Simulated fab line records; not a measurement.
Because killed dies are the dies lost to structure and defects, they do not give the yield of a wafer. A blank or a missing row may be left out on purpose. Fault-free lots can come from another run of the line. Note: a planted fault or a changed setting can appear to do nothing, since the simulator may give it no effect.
Split-lot experiment | flow n5 finfet | route with 1938 steps; 7 lots, 39 wafers read

ABOUT THE SPLIT
At N5_MOL_CONTACT_COAG_CVD_140 (deposits W, target thk 66.5 nm, time 215 s), the setting target thk a was moved away from the recipe's 665 angstrom on 12 of the 39 wafers read, by -20.8% to +28.7%. The other wafers ran this setting at the recipe's value.

The split's own step is where the reading is taken.

THE READING
W_of_MOL_CONTACT_COAG_CVD_140.thk nm (the simulator's own value, which no gauge read), in nm, at N5_MOL_CONTACT_COAG_CVD_140 (deposits W, target thk 66.5 nm, time 215 s). No usual value for it is given in the file. Across the 27 wafers here that went through the recipe, the average is 66.6 nm and the standard deviation 0.8 nm.

wafer  | tool, chamber at the split | target thk a as run, angstrom | against the recipe | W_of_MOL_CONTACT_COAG_CVD_140.thk nm, nm | against lot-mates on the recipe
L080.1 | cvd w-02, 0                | 665                           | recipe             | 65.8                                     | -
L080.3 | cvd w-02, 0                | 665                           | recipe             | 65.8                                     | -
L080.2 | cvd w-02, 1                | 665                           | recipe             | 66.2                                     | -
L080.4 | cvd w-02, 1                | 665                           | recipe             | 66.6                                     | -
L080.5 | cvd w-02, 0,1              | 665                           | recipe             | 66                                       | -
L080.6 | cvd w-02, 0,1              | 665                           | recipe             | 66                                       | -
L081.1 | cvd w-02, 0                | 665                           | recipe             | 67.4                                     | -
L081.2 | cvd w-02, 1                | 829.6                         | +24.8%             | 83.8                                     | +16.5
L081.3 | cvd w-02, 1                | 829.6                         | +24.8%             | 83.6                                     | +16.3
L081.4 | cvd w-02, 0                | 665                           | recipe             | 66.8                                     | -
L081.5 | cvd w-02, 0                | 829.6                         | +24.8%             | 83.4                                     | +16.1
L081.6 | cvd w-02, 1                | 665                           | recipe             | 67.6                                     | -
L083.1 | cvd w-01, 1                | 665                           | recipe             | 65.6                                     | -
L083.2 | cvd w-01, 0                | 665                           | recipe             | 67.2                                     | -
L083.3 | cvd w-01, 0                | 856.1                         | +28.7%             | 85.8                                     | +19.3
L083.4 | cvd w-01, 1                | 856.1                         | +28.7%             | 85.4                                     | +18.9
L083.5 | cvd w-01, 0                | 856.1                         | +28.7%             | 86.4                                     | +19.9
L083.6 | cvd w-01, 1                | 665                           | recipe             | 66.8                                     | -
L085.1 | cvd w-01, 0                | 830.9                         | +24.9%             | 84.2                                     | +16.3
L085.2 | cvd w-01, 1                | 830.9                         | +24.9%             | 83.8                                     | +15.9
L085.3 | cvd w-01, 0                | 665                           | recipe             | 68.6                                     | -
L085.4 | cvd w-01, 1                | 665                           | recipe             | 67.2                                     | -
L085.5 | cvd w-01, 1                | 665                           | recipe             | 67.8                                     | -
L085.6 | cvd w-01, 0                | 830.9                         | +24.9%             | 85                                       | +17.1
L087.1 | cvd w-02, 0                | 665                           | recipe             | 66.8                                     | -
L087.2 | cvd w-02, 1                | 665                           | recipe             | 67.4                                     | -
L087.3 | cvd w-02, 1                | 665                           | recipe             | 67.2                                     | -
L087.4 | cvd w-02, 0                | 665                           | recipe             | 67                                       | -
L087.5 | cvd w-02, 0                | 665                           | recipe             | 67                                       | -
L087.6 | cvd w-02, 1                | 665                           | recipe             | 66.4                                     | -
L091.1 | cvd w-01, 1,0,1            | 526.7                         | -20.8%             | 52.6                                     | -13.6
L091.2 | cvd w-01, 1,0,1            | 526.7                         | -20.8%             | 52.6                                     | -13.6
L091.6 | cvd w-01, 1,0,1            | 526.7                         | -20.8%             | 52.6                                     | -13.6
L091.3 | cvd w-01, 1                | 665                           | recipe             | 66                                       | -
L091.4 | cvd w-01, 0                | 665                           | recipe             | 66.4                                     | -
L091.5 | cvd w-01, 0                | 665                           | recipe             | 66.2                                     | -
L092.1 | cvd w-02, 0                | 665                           | recipe             | 65.6                                     | -
L092.4 | cvd w-02, 1                | 665                           | recipe             | 65                                       | -
L092.6 | cvd w-02, 0                | 665                           | recipe             | 65.8                                     | -
When a row names more than one chamber, that row covers several wafers, and the file does not tell which wafer ran in which chamber.

THE FIT
A straight line over all 39 wafers: W_of_MOL_CONTACT_COAG_CVD_140.thk nm changes by +0.684 nm for each +1% of target thk a; r = +1.00; the points scatter about the line by 0.74 nm.
The same after taking each lot's own level away (the mean of its wafers on the recipe; 39 wafers): +0.663 nm for each +1%; r = +1.00; scatter 0.4 nm.
According to that fit, moving target thk a by its largest amount changes the reading by 19 nm.
The lots' own levels span 65.47 to 67.87 nm, that is 3.0 times the standard deviation above.
The two slopes agree, so the slope changes little with the lot-to-lot level.
Check: with one of the wafers moved furthest among these (+28.7%) left out of the fit, the line predicts +19 nm for it against its lot-mates. It came out at +19.3 nm against them.

OTHER SPLITS APPLIED TO THESE WAFERS
Other splits were also applied to these wafers ahead of the reading. Each is held against what the fit with the lots' levels taken away leaves over:
other split on the same wafers     | wafers away from the commonest value | r with W_of_MOL_CONTACT_COAG_CVD_140.thk nm (lot level and that fit taken away)
N5_FIN_SAQP_ETCH_65 time s         | 12                                   | +0.00
N5_SD_EPI_N_ETCH_45 target depth a | 18                                   | -0.13

THE WHOLE CHAIN: every reading that the file lists as answering this split, in the file's order
step                        | what it does                                                    | reading                                                                               | change (the file's fit)                                                             | r (the file's)
N5_MOL_CONTACT_COAG_CVD_140 | deposits W, target thk 66.5 nm, time 215 s                      | W_of_MOL_CONTACT_COAG_CVD_140.thk nm (the simulator's own value, which no gauge read) | +0.663 nm for each +1% of the setting                                               | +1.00
N5_MOL_CONTACT_COAG_CMP_52  | polishes, stops on SiO2, t overpolish 1.5 s, target thk 66.5 nm | W_of_MOL_CONTACT_COAG_CVD_140.thk nm (the simulator's own value, which no gauge read) | not straight: 52.6 at the lowest setting, 66.41 at the recipe, 65.73 at the highest | not given

FILE'S OWN FIT
W_of_MOL_CONTACT_COAG_CVD_140.thk nm changes by +0.663 nm for each +1% of target thk a, r = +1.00.
